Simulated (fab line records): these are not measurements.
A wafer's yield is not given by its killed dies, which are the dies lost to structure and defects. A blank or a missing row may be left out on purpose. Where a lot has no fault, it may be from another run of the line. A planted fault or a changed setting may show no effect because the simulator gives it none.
Chamber matching | flow nand harc | cmp-04 running NHARC_A_BLC_CMP_25: 4 sister chambers
The step polishes, t overpolish 30 s, target thk 150 nm. 4 wafers are shown with their chamber, then 7 later ones without.

WAFERS PAIRED WITH THEIR CHAMBERS
wafer  | chamber | motor current A (A)
L077.5 | 1       | 9.7
L081.3 | 2       | 12.3
L087.2 | 3       | 12.4
L087.3 | 0       | 12.1

WAFERS WHOSE CHAMBER IS MISSING
wafer  | motor current A (A)
L087.6 | 9.8
L090.2 | 9.7
L090.3 | 12.1
L090.6 | 12.5
L091.1 | 10.1
L091.4 | 11.9
L091.6 | 10.1

WHICH CHAMBER EACH WENT THROUGH
wafer  | from the rows above          | in truth
L087.6 | 1                            | 1
L090.2 | 1                            | 1
L090.3 | can't be placed: 0 or 2 or 3 | 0
L090.6 | can't be placed: 3 or 2 or 0 | 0
L091.1 | 1                            | 1
L091.4 | can't be placed: 0 or 2 or 3 | 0
L091.6 | 1                            | 1
Placed correctly: 4 of 7. Unplaceable from these rows: 3, with the true chamber sitting among the candidates in 3. Wrongly placed: 0.
How it was worked out, from the rows above alone: a wafer's distance from a chamber is the root of the sum, over the readings, of the square of ((its reading less the chamber's mean) divided by the reading's scatter). The wafer belongs to the nearest chamber; if the next one is less than 2 further off, it can't be placed. Each chamber's mean is taken over the wafers shown for it. The scatter (one wafer shown for each chamber): square how far every hidden wafer sits from the nearest shown wafer, average those squares and take the square root.
